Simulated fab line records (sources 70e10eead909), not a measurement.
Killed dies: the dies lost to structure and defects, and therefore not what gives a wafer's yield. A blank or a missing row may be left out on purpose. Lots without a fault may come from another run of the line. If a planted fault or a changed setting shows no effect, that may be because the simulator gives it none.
Matching of chambers    flow nand-harc    NHARC_A_SLIT_DEP_25 on pecvd-04 has 3 sister chambers
The step deposits SiO2, target thk 200 nm. 14 wafers are shown with their chamber, then 6 later ones without.

== EACH WAFER AND ITS CHAMBER ==
wafer   chamber  showerhead-vpp-V (V)  heater-power-w (W)  heater-power-outer-w (W)
L500.2  1        1691                  664                 423
L500.3  0        1890                  573                 328
L500.5  1        1642                  691                 446
L503.2  1        1659                  767                 509
L503.3  2        1827                  467                 276
L503.5  0        1891                  569                 334
L505.2  0        1933                  545                 311
L505.4  0        1876                  566                 322
L505.6  2        1829                  398                 232
L506.1  0        1918                  514                 283
L506.2  1        1664                  717                 477
L506.4  2        1806                  409                 243
L507.1  0        1914                  525                 292
L507.3  1        1702                  692                 432

SIGNATURES (means of the wafers above)
reading               chamber 0  chamber 1  chamber 2  scatter within a chamber
showerhead-vpp-V      1903.67    1671.60    1820.67    21.3
heater-power-w        548.67     706.20     424.67     32.8
heater-power-outer-w  311.67     457.40     250.33     27.2
Rule: a wafer's distance from a chamber is the root of the sum, over the readings, of the square of ((its reading less the chamber's mean) divided by the reading's scatter). If the next closest chamber is less than 2 further off than the closest, the wafer can't be placed; otherwise it belongs to the closest. The scatter is the square root of a quotient: the sum, over the shown wafers, of each reading's squared deviation from its chamber's mean, divided by wafers minus chambers.

== WAFERS WITH NO CHAMBER GIVEN ==
wafer   showerhead-vpp-V (V)  heater-power-w (W)  heater-power-outer-w (W)
L507.5  1824                  498                 298
L514.1  1904                  603                 349
L514.2  1792                  490                 311
L514.5  1798                  504                 322
L519.4  1926                  517                 285
L519.6  1894                  516                 299

== WHICH CHAMBER EACH WENT THROUGH ==
wafer   from the rows above      in truth
L507.5  can't be placed: 2 or 0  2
L514.1  0                        0
L514.2  2                        2
L514.5  can't be placed: 2 or 0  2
L519.4  0                        0
L519.6  0                        0
Placed correctly: 4 of 6. Unplaceable from these rows: 2, with the true chamber sitting among the candidates in 2. 0 placed wrongly.
